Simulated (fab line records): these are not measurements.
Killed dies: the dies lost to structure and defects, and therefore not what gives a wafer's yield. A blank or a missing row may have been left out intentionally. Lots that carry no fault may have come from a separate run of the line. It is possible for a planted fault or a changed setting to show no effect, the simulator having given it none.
fab line records ; flow nandHarc
record: lots: 6; wafers: 18; lastDay: 32
route steps=1302 shown A_ONON_D1@426
lots untouched by any fault: they come from a run of this same line in which no faults occurred
startH: hours from the record's first day to the start of the lot's first wafer shown ; waitH: hours elapsed since this lot's preceding step ; " same as the row above ; L1.1+2: a row that stands for several wafers ; - no value, or no start given ; * or withheld: withheld ; < > ~ a bound
route shown NAME@n: NAME is a module with steps in the file, n the number in the route of the first one ; usual: mean and standard deviation over wafers with no fault ; same: alike in all rows ; chamber/n: place in a boat ; sites: per-site readings ; _std_site: standard deviation of those values ; _edge_site: mean of outer sites minus mean of inner sites ; radiusMm: for every site, how far away it sits from the centre of the wafer ; mask NAME#n: copy n ; behind: the last tool/chamber to shape the wafer ; hold: what put the lot on hold/how long, in hours/how the hold closed ; device: the n, p or np transistor that did not switch ; end of line: at the end of the route, the tests of the same wafers ; for a step that has no rows: nothing shown but its recipe ; killed: count of dies lost to structure and defects at first sort (not the wafer's yield) ; map: a wafer's dies, marking killed ones x, the rest . and places with no die _
set.NAME: the setting the step ran with; set.NAME@STEP: the setting that earlier step ran with ; model.NAME: the simulator's own value behind a step, which no gauge read
lots seen at some steps along the route; tables by step, rows by wafer
services: when a tool's chamber went out of use (startH, in hours from the record's first day, below 0 if earlier), for how many hours, and the reason
== steps ==
step: NHARC_A_ONON_D1_DEP_03
recipe: targetThkA: 10000; n2FlowSccm: 2750; n2oFlowSccm: 2000; nh3FlowSccm: 500; sih4FlowSccm: 210; tempC: 400
step: NHARC_A_ONON_D1_THK_MEAS_05
recipe: thkMeasGauge: ellipsometry
usual: thkNm: 997/12
lot.wafer;tool;chamber;startH;waitH;thkNm
L103.2;filmMetro-01;-;177.55;-;991
L103.4;filmMetro-01;-;177.55;-;990
L103.6;filmMetro-01;-;177.55;-;990
L104.2;filmMetro-02;-;184.20;-;998
L104.3;filmMetro-02;-;184.20;-;996
L104.6;filmMetro-02;-;184.20;-;999
L115.3;filmMetro-01;-;291.03;-;999
L115.5;filmMetro-01;-;291.03;-;998
L115.6;filmMetro-01;-;291.03;-;998
L116.1;filmMetro-01;-;314.17;-;994
L116.3;filmMetro-01;-;314.17;-;994
L116.6;filmMetro-01;-;314.17;-;995
L117.3;filmMetro-02;-;314.18;-;997
L117.4;filmMetro-02;-;314.18;-;996
L117.5;filmMetro-02;-;314.18;-;997
L121.2;filmMetro-01;-;354.07;-;982
L121.5;filmMetro-01;-;354.07;-;982
L121.6;filmMetro-01;-;354.07;-;981
step: NHARC_A_ONON_D1_DEP_06
recipe: targetThkA: 10000; n2FlowSccm: 2750; n2oFlowSccm: 2000; nh3FlowSccm: 500; sih4FlowSccm: 210; tempC: 400
step: NHARC_A_ONON_D1_THK_MEAS_08
recipe: thkMeasGauge: ellipsometry
usual: thkNm: 1001/8.4
lot.wafer;tool;chamber;startH;waitH;thkNm
L103.2;filmMetro-01;-;178.11;-;1001
L103.4;filmMetro-01;-;178.11;-;1000
L103.6;filmMetro-01;-;178.11;-;1001
L104.2;filmMetro-01;-;184.77;-;1006
L104.3;filmMetro-01;-;184.77;-;1005
L104.6;filmMetro-01;-;184.77;-;1006
L115.3;filmMetro-02;-;291.59;-;990
L115.5;filmMetro-02;-;291.59;-;991
L115.6;filmMetro-02;-;291.59;-;991
L117.3;filmMetro-01;-;314.74;-;1007
L117.4;filmMetro-01;-;314.74;-;1007
L117.5;filmMetro-01;-;314.74;-;1006
L116.1;filmMetro-02;-;314.75;-;989
L116.3;filmMetro-02;-;314.75;-;990
L116.6;filmMetro-02;-;314.75;-;991
L121.2;filmMetro-01;-;354.64;-;1009
L121.5;filmMetro-01;-;354.64;-;1008
L121.6;filmMetro-01;-;354.64;-;1009
step: NHARC_A_ONON_D1_DEP_09
recipe: targetThkA: 10000; n2FlowSccm: 2750; n2oFlowSccm: 2000; nh3FlowSccm: 500; sih4FlowSccm: 210; tempC: 400
step: NHARC_A_ONON_D1_THK_MEAS_11
recipe: thkMeasGauge: ellipsometry
usual: thkNm: 1002/8.4
lot.wafer;tool;chamber;startH;waitH;thkNm
L103.2;filmMetro-02;-;178.68;-;995
L103.4;filmMetro-02;-;178.68;-;992
L103.6;filmMetro-02;-;178.68;-;994
L104.2;filmMetro-01;-;185.33;-;996
L104.3;filmMetro-01;-;185.33;-;994
L104.6;filmMetro-01;-;185.33;-;997
L115.3;filmMetro-01;-;292.16;-;979
L115.5;filmMetro-01;-;292.16;-;980
L115.6;filmMetro-01;-;292.16;-;980
L117.3;filmMetro-02;-;315.30;-;992
L117.4;filmMetro-02;-;315.30;-;991
L117.5;filmMetro-02;-;315.30;-;992
L116.1;filmMetro-02;-;315.31;-;1002
L116.3;filmMetro-02;-;315.31;-;1003
L116.6;filmMetro-02;-;315.31;-;1002
L121.2;filmMetro-02;-;355.21;-;1012
L121.5;filmMetro-02;-;355.21;-;1012
L121.6;filmMetro-02;-;355.21;-;1013
step: NHARC_A_ONON_D1_DEP_12
recipe: targetThkA: 10000; n2FlowSccm: 2750; n2oFlowSccm: 2000; nh3FlowSccm: 500; sih4FlowSccm: 210; tempC: 400
step: NHARC_A_ONON_D1_THK_MEAS_14
recipe: thkMeasGauge: ellipsometry
usual: thkNm: 998/7
lot.wafer;tool;chamber;startH;waitH;thkNm
L103.2;filmMetro-02;-;179.24;-;1000
L103.4;filmMetro-02;-;179.24;-;1001
L103.6;filmMetro-02;-;179.24;-;999
L104.2;filmMetro-02;-;185.90;-;997
L104.3;filmMetro-02;-;185.90;-;999
L104.6;filmMetro-02;-;185.90;-;998
L115.3;filmMetro-01;-;292.72;-;1000
L115.5;filmMetro-01;-;292.72;-;1000
L115.6;filmMetro-01;-;292.72;-;1000
L117.3;filmMetro-02;-;315.87;-;996
L117.4;filmMetro-02;-;315.87;-;995
L117.5;filmMetro-02;-;315.87;-;995
L116.1;filmMetro-01;-;315.87;-;1009
L116.3;filmMetro-01;-;315.87;-;1010
L116.6;filmMetro-01;-;315.87;-;1009
L121.2;filmMetro-02;-;355.78;-;997
L121.5;filmMetro-02;-;355.78;-;998
L121.6;filmMetro-02;-;355.78;-;999
step: NHARC_A_ONON_D1_ANNEAL_15
recipe: tempC: 750; timeS: 3600
step: NHARC_A_ONON_D1_DEP_16
recipe: targetThkA: 10000; n2FlowSccm: 2750; n2oFlowSccm: 2000; nh3FlowSccm: 500; sih4FlowSccm: 210; tempC: 400
step: NHARC_A_ONON_D1_THK_MEAS_18
recipe: thkMeasGauge: ellipsometry
usual: thkNm: 996/8.4
lot.wafer;tool;chamber;startH;waitH;thkNm
L103.2;filmMetro-01;-;187.01;-;991
L103.4;filmMetro-01;-;187.01;-;991
L103.6;filmMetro-01;-;187.01;-;990
L104.2;filmMetro-02;-;195.05;-;985
L104.3;filmMetro-02;-;195.05;-;985
L104.6;filmMetro-02;-;195.05;-;985
L115.3;filmMetro-02;-;300.46;-;1004
L115.5;filmMetro-02;-;300.46;-;1006
L115.6;filmMetro-02;-;300.46;-;1004
L117.3;filmMetro-02;-;323.48;-;999
L117.4;filmMetro-02;-;323.48;-;999
L117.5;filmMetro-02;-;323.48;-;1000
L116.1;filmMetro-01;-;323.48;-;992
L116.3;filmMetro-01;-;323.48;-;994
L116.6;filmMetro-01;-;323.48;-;993
L121.2;filmMetro-01;-;360.81;-;980
L121.5;filmMetro-01;-;360.81;-;981
L121.6;filmMetro-01;-;360.81;-;979
step: NHARC_A_ONON_D1_DEP_19
recipe: targetThkA: 10000; n2FlowSccm: 2750; n2oFlowSccm: 2000; nh3FlowSccm: 500; sih4FlowSccm: 210; tempC: 400
usual: nh3FlowSccm: 500.0/1.7
lot.wafer;tool;chamber;startH;waitH;nh3FlowSccm
L103.2;pecvdOnon-04;0;187.12;0.1;498.8
L103.4;pecvdOnon-04;0;187.12;0.1;500.1
L103.6;pecvdOnon-04;0;187.12;0.1;500.7
L104.2;pecvdOnon-03;0;195.16;0.1;499.4
L104.3;pecvdOnon-03;0;195.16;0.1;500.7
L104.6;pecvdOnon-03;0;195.16;0.1;503.3
L115.3;pecvdOnon-03;0;300.63;0.2;502.5
L115.5;pecvdOnon-03;0;300.63;0.2;499.1
L115.6;pecvdOnon-03;0;300.63;0.2;502.1
L116.1;pecvdOnon-03;0;323.54;0.1;500.6
L116.3;pecvdOnon-03;0;323.54;0.1;500.0
L116.6;pecvdOnon-03;0;323.54;0.1;499.5
L117.3;pecvdOnon-02;0;323.65;0.2;498.7
L117.4;pecvdOnon-02;0;323.65;0.2;498.8
L117.5;pecvdOnon-02;0;323.65;0.2;498.4
L121.2;pecvdOnon-02;0;360.93;0.1;497.1
L121.5;pecvdOnon-02;0;360.93;0.1;496.6
L121.6;pecvdOnon-02;0;360.93;0.1;497.5
step: NHARC_A_ONON_D1_THK_MEAS_21
recipe: thkMeasGauge: ellipsometry
usual: thkNm: 1002/9
lot.wafer;tool;chamber;startH;waitH;thkNm
L103.2;filmMetro-01;-;187.57;-;1015
L103.4;filmMetro-01;-;187.57;-;1016
L103.6;filmMetro-01;-;187.57;-;1018
L104.2;filmMetro-01;-;195.61;-;985
L104.3;filmMetro-01;-;195.61;-;984
L104.6;filmMetro-01;-;195.61;-;984
L115.3;filmMetro-01;-;301.02;-;990
L115.5;filmMetro-01;-;301.02;-;1037
L115.6;filmMetro-01;-;301.02;-;1037
L116.1;filmMetro-02;-;324.05;-;998
L116.3;filmMetro-02;-;324.05;-;1000
L116.6;filmMetro-02;-;324.05;-;1046
L117.3;filmMetro-01;-;324.05;-;990
L117.4;filmMetro-01;-;324.05;-;992
L117.5;filmMetro-01;-;324.05;-;990
L121.2;filmMetro-02;-;361.39;-;1007
L121.5;filmMetro-02;-;361.39;-;1007
L121.6;filmMetro-02;-;361.39;-;1008
step: NHARC_A_ONON_D1_DEP_22
recipe: targetThkA: 10000; n2FlowSccm: 2750; n2oFlowSccm: 2000; nh3FlowSccm: 500; sih4FlowSccm: 210; tempC: 400
== services ==
tool;chamber;startH;hours;kind
pecvdOnon-04;-;180.76;2.7;repair
pecvdOnon-02;-;185.19;13.0;pm
pecvdOnon-03;-;227.11;13.0;pm
pecvdOnon-04;-;311.10;13.0;pm
== key ==
firstSign: step: NHARC_A_ONON_D1_THK_MEAS_21; reading: thkNm; direction: up; sigmas: 4.3; usual: 1002; struck: 1040
effect none on later readings
metAt NHARC_A_ONON_D1_DEP_19
struckWafers L115.5,L115.6,L116.6
laterRowsLeftOut L115.5,L115.6,L116.6
sortLeftOut L115.5,L115.6,L116.6
testerLeftOut L115,L116
onsetBetween 195.16 300.63
fault: kind: processParameterDrift; tool: pecvdOnon-03; chamber: -; onsetH: 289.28; steps: NHARC_A_ONON_D1_DEP_19; channel: targetThkA; offset: *; shape: step; endH: 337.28; scope: struckWafersOnly; actsIn: *; stated: *
testerLeftOut: of these lots the tester's yield and bins aren't shown, on N5 and GAA mostly nor the transistor test; their killed dies are dies lost to structure and defects alone, not to doping, threshold or leakage, so they don't give the yield
sortLeftOut: the simulated sort isn't trusted on such a fault, so these wafers' sort isn't shown, and their yield isn't known
laterRowsLeftOut: the simulator's readings of these wafers behind a module that went badly wrong aren't trusted and aren't shown, but for the sort
